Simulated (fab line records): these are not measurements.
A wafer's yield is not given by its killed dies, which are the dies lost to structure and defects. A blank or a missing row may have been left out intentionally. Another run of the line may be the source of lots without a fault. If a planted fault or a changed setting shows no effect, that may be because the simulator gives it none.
Code-filled problem report in 8D (eight disciplines) form / flow nand-harc / the parts of the form that need people (team, actions taken, sign-off) are left out

## 1. THE ISSUE
killed-dies at NHARC_END_SORT_01 reads a mean of 647 on 6 wafers of 2 lots; wafers without a fault read 32 with a standard deviation of 9. That is +68 standard deviations from the usual mean.
The first sign was on wafer L714.1 at day 23 09:14, on prober-01. At this step, 6 wafers from 2 lots have a number in the record. Rule for "out", or "out of limits": more than 4 standard deviations from the usual mean. The other wafers with a number count as sound.

## 2. WHAT IT IS, AND WHAT IT ISN'T
question=which readings at this step; is=killed-dies, killed-at-array; is not=killed-at-periphery, killed-open, killed-short
question=which lots; is=L713, L714; is not=-
question=which wafers of those lots; is=all that have a number; is not=-
question=read on which gauges; is=prober-01, prober-02; is not=-
question=when; is=from day 23 09:14; is not=up to then (0 sound wafers)

## 3. SUSPECTS, AND WHAT RULES EACH OUT
Counting: a tool stays on the suspect list if, at a process step up to the reading, it processed all lots that are out and no sound lot following the first of them.
- the gauge at NHARC_END_SORT_01: ruled out. The wafers that are out were read on 2 gauges (prober-01, prober-02).
- rie-diel-12 at NHARC_A_CONTACT_ETCH_48 (etches the open film in CF4, target depth 39 nm, time 65 s): kept. It ran every lot that is out, first L714 (day 20 00:13), and no sound lot after that. Its own readings are out on those wafers: run-length-s.
Left after counting: rie-diel-12 at NHARC_A_CONTACT_ETCH_48.

## 4. THE CAUSE (what the simulator had put in)
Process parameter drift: rie-diel-12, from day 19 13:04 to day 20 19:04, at NHARC_A_CONTACT_ETCH_48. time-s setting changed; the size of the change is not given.
Counting left only this tool.

## 5. SEQUENCE OF EFFECTS, ordered by route
Each row: a reading whose mean over the struck wafers that have a number lies more than 3 standard deviations from the usual. Only readings whose record carries a usual standard deviation are examined. hours: median over the lots of the time between each lot's start at the first step of this table that gives one and its start at this step. sigmas: the change, counted in usual standard deviations.
hours=0; step=NHARC_A_CONTACT_ETCH_48; reading=run-length-s; usual=86.2 s; on struck wafers=66.2; change=-20.0; sigmas=-48
hours=83; step=NHARC_END_SORT_01; reading=killed-at-array; usual=29; on struck wafers=642; change=+613; sigmas=+65
hours=83; step=NHARC_END_SORT_01; reading=killed-dies; usual=32; on struck wafers=647; change=+615; sigmas=+68
Its process steps:
- NHARC_A_CONTACT_ETCH_48: etches the open film in CF4, target depth 39 nm, time 65 s.

## 6. WHAT WOULD HAVE CAUGHT IT SOONER
Counted from the fault's start at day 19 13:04, it took 92 hours until the first out-of-limits reading at a measuring or inspecting step in this record, taken at day 23 09:14.
The tool's own readings at NHARC_A_CONTACT_ETCH_48 were out on every struck wafer that the step has a row for (run-length-s): an alarm limit on them would have fired on the first of those.
All the lots that are out (2) had begun NHARC_A_CONTACT_ETCH_48 on rie-diel-12 by day 23 09:14. Tool hold at that time: it would have spared none of them.
